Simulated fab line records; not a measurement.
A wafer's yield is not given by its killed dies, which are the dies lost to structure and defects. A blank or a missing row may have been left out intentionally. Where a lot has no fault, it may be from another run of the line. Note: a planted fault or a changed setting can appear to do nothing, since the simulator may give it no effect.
Split-lot study || flow n5Finfet || 21 wafers read from 7 lots, route of 1938 steps

## THE SPLIT
At N5_SD_EPI_P_ETCH_16 (etches SiO2 in CHF3/O2, target depth 5 nm), the setting targetDepthA was moved away from the recipe's 50 angstrom on 8 of the 21 wafers read, by -9.6% to +10.1%. For the rest of the wafers, this setting stayed at what the recipe calls for.

The reading comes from the split's own step.

## THE READING
etch.depthNm (the simulator's own value, which no gauge read), in nm, at N5_SD_EPI_P_ETCH_16 (etches SiO2 in CHF3/O2, target depth 5 nm). The file gives no usual value for it. The 13 wafers here that ran the recipe average 4.943 nm, standard deviation 0.057 nm.

{"wafer": "L076.1", "tool, chamber at the split": "rieDiel-05, 2", "targetDepthA as run, angstrom": 50, "against the recipe": "recipe", "etch.depthNm, nm": 4.966, "against lot-mates on the recipe": "-"}
{"wafer": "L076.3", "tool, chamber at the split": "rieDiel-05, 0", "targetDepthA as run, angstrom": 47.01, "against the recipe": "-6.0%", "etch.depthNm, nm": 4.773, "against lot-mates on the recipe": -0.193}
{"wafer": "L076.6", "tool, chamber at the split": "rieDiel-05, 2", "targetDepthA as run, angstrom": 47.01, "against the recipe": "-6.0%", "etch.depthNm, nm": 4.696, "against lot-mates on the recipe": -0.270}
{"wafer": "L082.2", "tool, chamber at the split": "rieDiel-02, 0", "targetDepthA as run, angstrom": 45.19, "against the recipe": "-9.6%", "etch.depthNm, nm": 4.388, "against lot-mates on the recipe": "no lot-mate on the recipe"}
{"wafer": "L082.4", "tool, chamber at the split": "rieDiel-02, 3", "targetDepthA as run, angstrom": 45.19, "against the recipe": "-9.6%", "etch.depthNm, nm": 4.433, "against lot-mates on the recipe": "no lot-mate on the recipe"}
{"wafer": "L082.5", "tool, chamber at the split": "rieDiel-02, 0", "targetDepthA as run, angstrom": 45.19, "against the recipe": "-9.6%", "etch.depthNm, nm": 4.402, "against lot-mates on the recipe": "no lot-mate on the recipe"}
{"wafer": "L088.1", "tool, chamber at the split": "rieDiel-02, 1", "targetDepthA as run, angstrom": 50, "against the recipe": "recipe", "etch.depthNm, nm": 4.899, "against lot-mates on the recipe": "-"}
{"wafer": "L088.3", "tool, chamber at the split": "rieDiel-02, 0", "targetDepthA as run, angstrom": 50, "against the recipe": "recipe", "etch.depthNm, nm": 4.897, "against lot-mates on the recipe": "-"}
{"wafer": "L088.4", "tool, chamber at the split": "rieDiel-02, 0", "targetDepthA as run, angstrom": 50, "against the recipe": "recipe", "etch.depthNm, nm": 4.873, "against lot-mates on the recipe": "-"}
{"wafer": "L090.1", "tool, chamber at the split": "rieDiel-05, 2", "targetDepthA as run, angstrom": 51.95, "against the recipe": "+3.9%", "etch.depthNm, nm": 5.183, "against lot-mates on the recipe": "+0.184"}
{"wafer": "L090.2", "tool, chamber at the split": "rieDiel-05, 3", "targetDepthA as run, angstrom": 50, "against the recipe": "recipe", "etch.depthNm, nm": 4.947, "against lot-mates on the recipe": "-"}
{"wafer": "L090.3", "tool, chamber at the split": "rieDiel-05, 1", "targetDepthA as run, angstrom": 50, "against the recipe": "recipe", "etch.depthNm, nm": 5.051, "against lot-mates on the recipe": "-"}
{"wafer": "L091.3", "tool, chamber at the split": "rieDiel-02, 0", "targetDepthA as run, angstrom": 50, "against the recipe": "recipe", "etch.depthNm, nm": 4.876, "against lot-mates on the recipe": "-"}
{"wafer": "L091.4", "tool, chamber at the split": "rieDiel-02, 0", "targetDepthA as run, angstrom": 50, "against the recipe": "recipe", "etch.depthNm, nm": 4.895, "against lot-mates on the recipe": "-"}
{"wafer": "L091.6", "tool, chamber at the split": "rieDiel-02, 3", "targetDepthA as run, angstrom": 50, "against the recipe": "recipe", "etch.depthNm, nm": 4.957, "against lot-mates on the recipe": "-"}
{"wafer": "L092.1", "tool, chamber at the split": "rieDiel-06, 0", "targetDepthA as run, angstrom": 50, "against the recipe": "recipe", "etch.depthNm, nm": 5.003, "against lot-mates on the recipe": "-"}
{"wafer": "L092.3", "tool, chamber at the split": "rieDiel-06, 3", "targetDepthA as run, angstrom": 46.63, "against the recipe": "-6.7%", "etch.depthNm, nm": 4.519, "against lot-mates on the recipe": -0.429}
{"wafer": "L092.4", "tool, chamber at the split": "rieDiel-06, 1", "targetDepthA as run, angstrom": 50, "against the recipe": "recipe", "etch.depthNm, nm": 4.893, "against lot-mates on the recipe": "-"}
{"wafer": "L096.2", "tool, chamber at the split": "rieDiel-02, 2", "targetDepthA as run, angstrom": 50, "against the recipe": "recipe", "etch.depthNm, nm": 5.023, "against lot-mates on the recipe": "-"}
{"wafer": "L096.3", "tool, chamber at the split": "rieDiel-02, 3", "targetDepthA as run, angstrom": 50, "against the recipe": "recipe", "etch.depthNm, nm": 4.983, "against lot-mates on the recipe": "-"}
{"wafer": "L096.5", "tool, chamber at the split": "rieDiel-02, 0", "targetDepthA as run, angstrom": 55.04, "against the recipe": "+10.1%", "etch.depthNm, nm": 5.375, "against lot-mates on the recipe": "+0.372"}

FIT RESULTS
A straight line over all 21 wafers: etch.depthNm changes by +0.0508 nm for each +1% of targetDepthA; r = +0.97; the points scatter about the line by 0.067 nm.
The same after taking each lot's own level away (the mean of its wafers on the recipe; 18 wafers): +0.0432 nm for each +1%; r = +0.95; scatter 0.052 nm.
According to that fit, moving targetDepthA by its largest amount changes the reading by 0.44 nm.
Across the lots, their own levels run from 4.8897 to 5.0030 nm, a range of 2.0 times the standard deviation given above.
So the lot-to-lot level changes the slope: the two fits differ.
Check: with one of the wafers moved furthest among these (+10.1%) left out of the fit, the line predicts +0.487 nm for it against its lot-mates. It came out at +0.372 nm against them.

## OTHER SPLITS APPLIED TO THESE WAFERS
These wafers also went through other splits before the reading. Each is held against what the fit with the lots' levels taken away leaves over:
{"other split on the same wafers": "N5_PMOS_HMC_CHANNEL_EPI_PEB_07 pebTempC", "wafers away from the commonest value": 8, "r with etch.depthNm (lot level and that fit taken away)": -0.42}
{"other split on the same wafers": "N5_PMOS_HMC_CHANNEL_EPI_DESCUM_14 timeS", "wafers away from the commonest value": 7, "r with etch.depthNm (lot level and that fit taken away)": -0.18}
{"other split on the same wafers": "N5_FIN_SAQP_PECVD_06 timeS", "wafers away from the commonest value": 4, "r with etch.depthNm (lot level and that fit taken away)": -0.50}
{"other split on the same wafers": "N5_FIN_SAQP_EXPOSE_13 doseMj", "wafers away from the commonest value": 6, "r with etch.depthNm (lot level and that fit taken away)": -0.07}
{"other split on the same wafers": "N5_DUMMY_GATE_EXPOSE_12 doseMj", "wafers away from the commonest value": 9, "r with etch.depthNm (lot level and that fit taken away)": -0.18}

## FILE'S OWN FIT
etch.depthNm changes by +0.0442 nm for each +1% of targetDepthA, r = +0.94.
